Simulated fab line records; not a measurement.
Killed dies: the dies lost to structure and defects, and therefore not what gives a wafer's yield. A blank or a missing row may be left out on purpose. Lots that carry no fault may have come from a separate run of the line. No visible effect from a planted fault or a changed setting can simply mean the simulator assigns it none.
Which tool was responsible?	flow nandHarc	Sampling: 22 lots, 66 wafers, 6 of 1302 route steps

WHAT EACH GAUGE READ, for each wafer
Not one reading of a measure or inspect step in the record can be checked against a usual standard deviation.

WHICH TOOL RAN EACH LOT (tool, then ch and the chambers of the sampled wafers, then the start)
lot	NHARC_A_STAIRCASE_ETCH_313	NHARC_A_STAIRCASE_ALD_415	NHARC_A_STAIRCASE_STRIP_476	NHARC_A_STAIRCASE_ETCHBACK_157	NHARC_A_STAIRCASE_CMP_472	NHARC_A_SLIT_DEP_23
L074	rieDiel-02 ch 1,2,3, day 17 23:20	aldHk-01 ch 1,3, day 18 01:25	rieDiel-07 ch 0,1,2, day 18 03:22	rieDiel-07 ch 1,2, day 20 00:04	cmp-02 ch 0,3, day 20 00:37	pecvd-03 ch 0,1,2, day 20 17:24
L075	rieDiel-07 ch 0,3, day 18 06:22	aldHk-03 ch 1,2, day 18 08:08	rieDiel-07 ch 0,3, day 18 10:19	rieDiel-02 ch 2,3, day 20 06:58	cmp-04 ch 0,3, day 20 07:37	pecvd-04 ch 0,2, day 20 22:59
L076	rieDiel-02 ch 1,2,3, day 18 07:29	aldHk-01 ch 0,1,3, day 18 09:43	rieDiel-07 ch 1,2,3, day 18 12:50	rieDiel-02 ch 0,2, day 20 14:17	cmp-02 ch 1,3, day 20 14:54	pecvd-01 ch 0,1,2, day 21 04:38
L079	rieDiel-07 ch 0,1,3, day 19 02:08	aldHk-02 ch 0,2,3, day 19 04:08	rieDiel-07 ch 1,2,3, day 19 06:05	rieDiel-10 ch 0,2, day 21 07:49	cmp-04 ch 2,3, day 21 08:26	pecvd-04 ch 0,1, day 21 19:24
L078	rieDiel-07 ch 1,2, day 19 03:38	aldHk-01 ch 0,1,2, day 19 06:09	rieDiel-10 ch 0,1,3, day 19 07:38	rieDiel-02 ch 2,3, day 21 04:56	cmp-04 ch 0,2,3, day 21 05:39	pecvd-03 ch 0,2, day 21 19:26
L080	rieDiel-10 ch 0,2,3, day 19 14:10	aldHk-01 ch 2,3, day 19 16:42	rieDiel-10 ch 0,1,2, day 19 20:46	rieDiel-10 ch 1,2, day 21 15:05	cmp-02 ch 0,1, day 21 15:44	pecvd-01 ch 0,1,2, day 22 03:44
L081	rieDiel-07 ch 0,1,3, day 19 15:41	aldHk-02 ch 1,2, day 19 17:40	rieDiel-10 ch 2,3, day 19 20:54	rieDiel-10 ch 0,1,3, day 21 15:23	cmp-03 ch 2,3, day 21 15:56	pecvd-04 ch 0,1,2, day 22 03:43
L082	rieDiel-02 ch 0,3, day 20 21:00	aldHk-02 ch 1,2,3, day 20 23:43	rieDiel-07 ch 1,2,3, day 21 03:18	rieDiel-10 ch 1,2,3, day 23 03:02	cmp-03 ch 1,2,3, day 23 03:40	pecvd-01 ch 0,1,2, day 23 15:38
L083	rieDiel-07 ch 0,1,3, day 21 11:12	aldHk-03 ch 0,1,2, day 21 13:22	rieDiel-02 ch 0,2,3, day 21 15:31	rieDiel-02 ch 1,2,3, day 23 12:20	cmp-02 ch 0,1,2, day 23 12:56	pecvd-01 ch 0,1,2, day 24 06:12
L085	rieDiel-07 ch 0,1,3, day 21 14:32	aldHk-03 ch 0,1,2, day 21 16:35	rieDiel-10 ch 0,1,3, day 21 18:31	rieDiel-07 ch 0,1,3, day 23 13:05	cmp-03 ch 0,1,3, day 23 13:39	pecvd-03 ch 0,1, day 24 08:35
L084	rieDiel-07 ch 1,2,3, day 21 16:31	aldHk-01 ch 1,2, day 21 18:17	rieDiel-10 ch 1,3, day 21 20:29	rieDiel-07 ch 1,2,3, day 23 12:37	cmp-03 ch 0,2,3, day 23 13:11	pecvd-01 ch 0,1,2, day 24 04:49
L086	rieDiel-02 ch 2,3, day 22 01:55	aldHk-03 ch 1,2,3, day 22 04:03	rieDiel-07 ch 1,2, day 22 06:14	rieDiel-10 ch 0,2, day 24 02:26	cmp-02 ch 1,2,3, day 24 03:07	pecvd-04 ch 0,2, day 24 19:13
L087	rieDiel-07 ch 0,1,2, day 22 13:30	aldHk-02 ch 0,1,3, day 22 15:56	rieDiel-07 ch 2,3, day 22 17:24	rieDiel-07 ch 0,1,3, day 24 13:14	cmp-02 ch 0,1,2, day 24 13:55	pecvd-04 ch 0,1, day 25 01:47
L089	rieDiel-10 ch 0,2,3, day 23 03:44	aldHk-02 ch 0,3, day 23 08:00	rieDiel-07 ch 2,3, day 23 10:11	rieDiel-02 ch 1,2,3, day 25 05:50	cmp-03 ch 2,3, day 25 06:24	pecvd-01 ch 1,2, day 25 21:28
L088	rieDiel-10 ch 1,2, day 23 06:23	aldHk-01 ch 0,3, day 23 11:19	rieDiel-10 ch 1,2, day 23 13:22	rieDiel-07 ch 0,1, day 25 05:36	cmp-03 ch 0,1,2, day 25 06:16	pecvd-03 ch 1,2, day 25 21:22
L090	rieDiel-10 ch 0,1, day 24 12:59	aldHk-02 ch 1,2, day 24 15:00	rieDiel-07 ch 0,1,2, day 24 16:55	rieDiel-10 ch 0,1, day 26 14:55	cmp-02 ch 0,1, day 26 15:30	pecvd-03 ch 1,2, day 27 03:38
L091	rieDiel-10 ch 1,2,3, day 25 03:07	aldHk-02 ch 0,1,3, day 25 05:27	rieDiel-07 ch 0,1,2, day 25 07:37	rieDiel-10 ch 1,2,3, day 27 02:58	cmp-04 ch 0,1,3, day 27 03:33	pecvd-03 ch 0,1,2, day 27 17:15
L092	rieDiel-10 ch 0,1,2, day 25 03:16	aldHk-01 ch 0,1,3, day 25 05:56	rieDiel-02 ch 1,2,3, day 25 07:53	rieDiel-07 ch 1,2,3, day 27 02:04	cmp-03 ch 0,2,3, day 27 02:41	pecvd-01 ch 0,1, day 27 17:05
L093	rieDiel-10 ch 0,1,2, day 25 07:25	aldHk-01 ch 1,2,3, day 25 09:28	rieDiel-10 ch 0,1,3, day 25 11:38	rieDiel-02 ch 0,1,3, day 27 08:59	cmp-02 ch 1,2,3, day 27 09:40	pecvd-01 ch 0,2, day 27 21:35
L094	rieDiel-07 ch 0,1, day 25 09:22	aldHk-01 ch 0,2, day 25 11:12	rieDiel-07 ch 1,3, day 25 13:22	rieDiel-07 ch 2,3, day 27 08:52	cmp-04 ch 0,2,3, day 27 09:27	pecvd-04 ch 0,1, day 27 21:32
L095	rieDiel-10 ch 0,2, day 26 10:10	aldHk-01 ch 1,3, day 26 12:02	rieDiel-07 ch 1,2, day 26 14:13	rieDiel-02 ch 0,3, day 28 09:35	cmp-04 ch 2,3, day 28 10:07	pecvd-04 ch 0,1, day 29 02:01
L096	rieDiel-02 ch 0,1,3, day 26 21:34	aldHk-03 ch 0,3, day 26 23:29	rieDiel-07 ch 0,1,3, day 27 01:40	rieDiel-07 ch 0,2,3, day 28 22:20	cmp-03 ch 1,2, day 28 22:55	pecvd-01 ch 0,1,2, day 29 16:40
- NHARC_A_STAIRCASE_ETCH_313: etches the open film in CF4/CHF3.
- NHARC_A_STAIRCASE_ALD_415: deposits SiO2, target thk 30 nm, pulse time 6 s, ald cycles 300.
- NHARC_A_STAIRCASE_STRIP_476: strips in O2, time 20 s.
- NHARC_A_STAIRCASE_ETCHBACK_157: etches the open film in CH3F/O2, target depth 90 nm, time 167.14 s.
- NHARC_A_STAIRCASE_CMP_472: polishes SiO2.
- NHARC_A_SLIT_DEP_23: deposits SiON, target thk 100 nm.

AS READ BY THE TOOLS THEMSELVES (means over the sampled wafers that have a number; for cases with no such wafer, the mark the record gives instead)
NHARC_A_STAIRCASE_ETCH_313. Usual: drypumpMotorCurrentA 5.6 A, standard deviation 0.43; oesProductAu 0.934 a.u., standard deviation 0.019; rfFwdPowerW 497.3 W, standard deviation 1.7; rfVppV 370.3 V, standard deviation 2.6; showerheadPlenumPTorr 1.56 Torr, standard deviation 0.073; throttleValvePct 16.803 %, standard deviation 0.0094.
lot	tool	drypumpMotorCurrentA (A)	oesProductAu (a.u.)	rfFwdPowerW (W)	rfVppV (V)	showerheadPlenumPTorr (Torr)	throttleValvePct (%)	flag
L074	rieDiel-02	5.5	0.958	496.7	371.6	1.63	16.807	
L075	rieDiel-07	6.1	0.918	497.6	370.1	1.56	16.800	
L076	rieDiel-02	5.5	0.968	497.3	373.1	1.63	16.798	
L079	rieDiel-07	5.9	0.929	499.1	369.7	1.56	16.810	
L078	rieDiel-07	5.9	0.922	498.2	368.8	1.51	16.809	
L080	rieDiel-10	5.3	0.972	496.4	370.4	1.57	16.812	
L081	rieDiel-07	5.9	0.924	497.4	370.8	1.56	16.807	
L082	rieDiel-02	5.2	0.931	498.1	372.2	1.63	16.801	
L083	rieDiel-07	5.9	0.934	497.7	369.2	1.55	16.802	
L085	rieDiel-07	5.9	0.964	496.6	369.8	1.55	16.805	
L084	rieDiel-07	6.0	0.922	497.4	370.3	1.54	16.807	
L086	rieDiel-02	5.7	0.910	497.2	370.2	1.59	16.802	
L087	rieDiel-07	5.8	0.917	498.2	368.9	1.51	16.810	
L089	rieDiel-10	5.3	0.932	497.5	370.9	1.56	16.800	
L088	rieDiel-10	5.5	0.930	497.2	367.7	1.48	16.805	
L090	rieDiel-10	6.0	0.938	497.7	371.7	1.60	16.793	
L091	rieDiel-10	5.3	0.931	497.0	367.3	1.49	16.795	
L092	rieDiel-10	5.6	0.930	496.8	370.0	1.54	16.805	
L093	rieDiel-10	5.6	0.933	496.9	369.9	1.54	16.810	
L094	rieDiel-07	5.8	0.911	496.4	368.2	1.51	16.800	
L095	rieDiel-10	5.6	0.942	495.3	371.8	1.61	16.811	
L096	rieDiel-02	5.2	0.916	498.2	372.8	1.64	16.815	

NHARC_A_STAIRCASE_ALD_415. Usual: heaterPowerW 487 W, standard deviation 35; precursorPulseHeightRel 0.998, standard deviation 0.019.
lot	tool	heaterPowerW (W)	precursorPulseHeightRel	flag
L074	aldHk-01	451	0.982	
L075	aldHk-03	456	1.002	
L076	aldHk-01	471	1.006	
L079	aldHk-02	488	1.003	
L078	aldHk-01	484	1.001	
L080	aldHk-01	467	1.022	
L081	aldHk-02	505	0.990	
L082	aldHk-02	473	0.993	
L083	aldHk-03	473	0.995	
L085	aldHk-03	462	0.994	
L084	aldHk-01	508	1.000	
L086	aldHk-03	478	1.007	
L087	aldHk-02	488	0.988	
L089	aldHk-02	503	0.998	
L088	aldHk-01	487	0.998	
L090	aldHk-02	494	1.001	
L091	aldHk-02	481	1.002	
L092	aldHk-01	488	1.005	
L093	aldHk-01	501	1.014	
L094	aldHk-01	500	1.001	
L095	aldHk-01	480	1.017	
L096	aldHk-03	486	1.010	

NHARC_A_STAIRCASE_STRIP_476. Usual: drypumpMotorCurrentA 5.7 A, standard deviation 0.43; o2FlowSccm 500.2 sccm, standard deviation 1.6; oesProductAu 0.999 a.u., standard deviation 0.0099; rfVppV 57.6 V, standard deviation 0.81; showerheadPlenumPTorr 3.46 Torr, standard deviation 0.15; throttleValvePct 17.037 %, standard deviation 0.0087.
lot	tool	drypumpMotorCurrentA (A)	o2FlowSccm (sccm)	oesProductAu (a.u.)	rfVppV (V)	showerheadPlenumPTorr (Torr)	throttleValvePct (%)	flag
L074	rieDiel-07	5.8	499.4	0.987	58.2	3.41	17.045	
L075	rieDiel-07	6.0	501.3	1.004	58.4	3.43	17.038	
L076	rieDiel-07	6.0	500.0	1.002	57.5	3.48	17.026	
L079	rieDiel-07	6.0	500.9	1.007	57.1	3.47	17.027	
L078	rieDiel-10	5.6	500.2	1.009	58.3	3.49	17.032	
L080	rieDiel-10	5.6	499.8	1.006	57.8	3.49	17.031	
L081	rieDiel-10	4.9	500.5	1.005	57.9	3.40	17.028	
L082	rieDiel-07	6.0	500.9	0.994	58.1	3.47	17.036	
L083	rieDiel-02	5.5	500.2	0.992	58.1	3.60	17.042	
L085	rieDiel-10	5.7	500.8	1.001	57.4	3.48	17.035	
L084	rieDiel-10	5.6	499.1	0.995	57.1	3.32	17.034	
L086	rieDiel-07	5.8	499.6	0.998	57.2	3.45	17.031	
L087	rieDiel-07	6.1	500.9	0.998	57.9	3.47	17.034	
L089	rieDiel-07	6.1	499.1	1.002	57.0	3.38	17.034	
L088	rieDiel-10	5.2	500.9	1.007	57.7	3.35	17.033	
L090	rieDiel-07	5.8	499.1	0.995	57.5	3.38	17.037	
L091	rieDiel-07	5.8	501.8	0.995	56.8	3.38	17.047	
L092	rieDiel-02	5.5	500.5	0.998	58.0	3.63	17.034	
L093	rieDiel-10	5.6	500.4	1.008	57.4	3.46	17.041	
L094	rieDiel-07	6.1	501.1	0.983	58.3	3.53	17.041	
L095	rieDiel-07	5.9	499.7	1.002	57.4	3.36	17.024	
L096	rieDiel-07	5.9	500.0	0.994	58.1	3.46	17.034	

NHARC_A_STAIRCASE_ETCHBACK_157. Usual: value, then standard deviation, for each; drypumpMotorCurrentA 5.6 A / 0.43; o2FlowSccm 30.00 sccm / 0.086; oesProductAu 0.97 a.u. / 0.032; rfFwdPowerW 498.1 W / 1.6; rfVppV 244.2 V / 1.9; showerheadPlenumPTorr 2.45 Torr / 0.12; throttleValvePct 20.664 % / 0.0098.
lot	tool	drypumpMotorCurrentA (A)	o2FlowSccm (sccm)	oesProductAu (a.u.)	rfFwdPowerW (W)	rfVppV (V)	showerheadPlenumPTorr (Torr)	throttleValvePct (%)	flag
L074	rieDiel-07	5.9	29.93	0.95	498.5	243.1	2.36	20.666	
L075	rieDiel-02	5.5	30.01	0.99	497.6	245.9	2.55	20.672	
L076	rieDiel-02	5.7	29.94	0.95	498.4	244.6	2.46	20.660	
L079	rieDiel-10	5.2	30.00	1.00	497.3	244.1	2.45	20.659	
L078	rieDiel-02	5.7	29.94	0.92	495.7	244.9	2.48	20.664	
L080	rieDiel-10	5.5	29.99	0.99	497.7	241.9	2.31	20.662	
L081	rieDiel-10	5.6	30.10	0.93	499.5	243.5	2.42	20.662	
L082	rieDiel-10	5.2	30.03	0.94	498.0	242.6	2.33	20.662	
L083	rieDiel-02	5.5	29.99	0.99	498.3	244.7	2.54	20.660	
L085	rieDiel-07	5.9	29.99	0.96	498.3	244.0	2.42	20.675	
L084	rieDiel-07	6.0	29.94	0.94	497.4	243.5	2.41	20.665	
L086	rieDiel-10	5.6	30.03	1.00	498.0	245.0	2.52	20.662	
L087	rieDiel-07	6.0	30.04	0.97	498.9	243.9	2.41	20.668	
L089	rieDiel-02	5.5	29.96	0.99	496.9	245.1	2.53	20.661	
L088	rieDiel-07	5.8	30.05	0.92	499.4	243.7	2.40	20.673	
L090	rieDiel-10	5.9	30.00	1.00	499.3	247.7	2.64	20.662	
L091	rieDiel-10	5.3	30.01	1.00	497.3	245.1	2.45	20.661	
L092	rieDiel-07	6.0	29.90	1.00	498.9	243.4	2.40	20.660	
L093	rieDiel-02	5.2	30.03	0.99	497.4	246.4	2.56	20.657	
L094	rieDiel-07	6.0	30.02	0.93	498.7	241.3	2.35	20.657	
L095	rieDiel-02	5.2	30.00	0.93	498.5	246.3	2.55	20.668	
L096	rieDiel-07	6.0	29.99	0.99	498.2	242.4	2.35	20.662	

NHARC_A_STAIRCASE_CMP_472. Usual: edgeZonePressureFrac 1.000, standard deviation 0.0048; motorCurrentA 11.4 A, standard deviation 1.4; slurryFilterDpKPa 13.50 kPa, standard deviation 0.12.
lot	tool	edgeZonePressureFrac	motorCurrentA (A)	slurryFilterDpKPa (kPa)	flag
L074	cmp-02	0.997	10.8	13.46	
L075	cmp-04	1.005	12.4	13.55	
L076	cmp-02	0.997	11.6	13.55	
L079	cmp-04	0.995	13.1	13.58	
L078	cmp-04	0.999	12.7	13.54	
L080	cmp-02	0.996	10.9	13.44	
L081	cmp-03	0.997	11.6	13.61	
L082	cmp-03	1.002	11.4	13.44	
L083	cmp-02	1.005	11.2	13.55	
L085	cmp-03	1.002	10.1	13.57	
L084	cmp-03	0.998	10.8	13.44	
L086	cmp-02	1.000	11.3	13.57	
L087	cmp-02	0.996	11.0	13.52	
L089	cmp-03	1.001	11.7	13.61	
L088	cmp-03	1.000	10.3	13.40	
L090	cmp-02	1.005	10.6	13.36	
L091	cmp-04	1.001	13.0	13.40	
L092	cmp-03	1.000	11.2	13.43	
L093	cmp-02	0.998	11.5	13.45	
L094	cmp-04	1.005	12.8	13.37	
L095	cmp-04	1.001	13.0	13.54	
L096	cmp-03	0.998	10.9	13.54	

NHARC_A_SLIT_DEP_23. Usual: heaterPowerW 748 W, standard deviation 86; rfFwdPowerW 348.3 W, standard deviation 1.1.
lot	tool	heaterPowerW (W)	rfFwdPowerW (W)	flag
L074	pecvd-03	756	348.0	
L075	pecvd-04	752	347.3	
L076	pecvd-01	823	348.1	
L079	pecvd-04	786	348.3	
L078	pecvd-03	698	348.4	
L080	pecvd-01	742	347.4	
L081	pecvd-04	721	348.2	
L082	pecvd-01	742	348.1	
L083	pecvd-01	754	348.4	
L085	pecvd-03	655	348.6	
L084	pecvd-01	784	349.1	
L086	pecvd-04	698	347.0	
L087	pecvd-04	716	348.4	
L089	pecvd-01	766	349.6	
L088	pecvd-03	726	347.9	
L090	pecvd-03	783	348.3	
L091	pecvd-03	745	347.1	
L092	pecvd-01	818	349.1	
L093	pecvd-01	821	348.1	
L094	pecvd-04	802	349.6	
L095	pecvd-04	742	349.6	
L096	pecvd-01	795	348.6	

THE ANSWER, worked out from the rows above alone
Rule: take the mean of a lot's wafers that have a number; if it is more than 3 standard deviations from the usual mean, the lot is off. A lot without any number at a reading at which 4 lots or more have one is off too. Where the step has rows for the other lots, those lots are counted as sound. After the gauges, taken in route order, come the tools' own readings; for these a lot's mean is taken, as printed above. The first step at which some lot is off is used, and at that step the reading that is off furthest; a lot without a number counts as furthest.
None of the lots is off at any reading shown; this tells nothing.

WHAT THE SIMULATOR HAD PUT IN
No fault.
